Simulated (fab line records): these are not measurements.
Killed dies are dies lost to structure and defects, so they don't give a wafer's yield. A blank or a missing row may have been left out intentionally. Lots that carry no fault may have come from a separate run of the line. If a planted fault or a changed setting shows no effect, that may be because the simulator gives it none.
Chamber matching    flow n5-finfet    N5_BEOL_M7_ETCH_62 on rie-diel-05: 4 sister chambers
The step etches SOC in N2/H2, target depth 110 nm, overetch 22 nm, time 165 s. 20 wafers are shown with their chamber, then 10 later ones without.

## WAFERS PAIRED WITH THEIR CHAMBERS
wafer   chamber  showerhead-plenum-p-Torr (Torr)  drypump-motor-current-A (A)  throttle-valve-pct (%)
L077.1  3        2.46                             6.1                          17.45
L077.4  1        2.68                             5.6                          17.87
L077.6  2        2.69                             5.0                          17.83
L078.2  2        2.69                             5.0                          17.81
L078.4  0        2.69                             5.8                          17.71
L078.6  3        2.46                             6.2                          17.44
L082.1  2        2.69                             5.1                          17.84
L082.4  0        2.69                             5.8                          17.74
L082.5  2        2.69                             5.1                          17.84
L088.2  2        2.68                             5.0                          17.85
L088.3  1        2.67                             5.6                          17.90
L088.4  3        2.45                             6.1                          17.48
L090.3  1        2.67                             5.6                          17.90
L090.4  0        2.68                             5.8                          17.72
L090.6  1        2.67                             5.6                          17.91
L091.2  0        2.68                             5.8                          17.76
L091.5  0        2.68                             5.7                          17.75
L091.6  1        2.67                             5.6                          17.90
L093.2  3        2.45                             6.2                          17.49
L093.3  2        2.68                             5.0                          17.88

SIGNATURES, as means of the wafers listed above
reading                   chamber 0  chamber 1  chamber 2  chamber 3  scatter within a chamber
showerhead-plenum-p-Torr  2.6840     2.6720     2.6867     2.4550     0.0052
drypump-motor-current-A   5.780      5.600      5.033      6.150      0.0443
throttle-valve-pct        17.7360    17.8960    17.8417    17.4650    0.021
Rule: a wafer's distance from a chamber is the root of the sum, over the readings, of the square of ((its reading less the chamber's mean) divided by the reading's scatter). If the next closest chamber is less than 2 further off than the closest, the wafer can't be placed; otherwise it belongs to the closest. The scatter: take each reading less its chamber's mean, square it, sum over the shown wafers, divide by the number of wafers less the number of chambers, and take the root.

## WAFERS WITHOUT THEIR CHAMBER
wafer   showerhead-plenum-p-Torr (Torr)  drypump-motor-current-A (A)  throttle-valve-pct (%)
L093.4  2.67                             5.6                          17.92
L095.1  2.45                             6.1                          17.51
L095.2  2.68                             5.0                          17.87
L095.3  2.67                             5.6                          17.92
L095.4  2.67                             5.8                          17.76
L095.5  2.67                             5.6                          17.94
L095.6  2.68                             5.0                          17.87
L097.3  2.67                             5.0                          17.90
L097.4  2.67                             5.8                          17.77
L097.5  2.67                             5.0                          17.90

## THE CHAMBER EACH PASSED THROUGH
wafer   from the rows above  in truth
L093.4  1                    1
L095.1  3                    3
L095.2  2                    2
L095.3  1                    1
L095.4  0                    0
L095.5  1                    1
L095.6  2                    2
L097.3  2                    2
L097.4  0                    0
L097.5  2                    2
Correct placement for 10 of the 10. Left unplaced by these rows: 0. Number placed wrongly: 0.
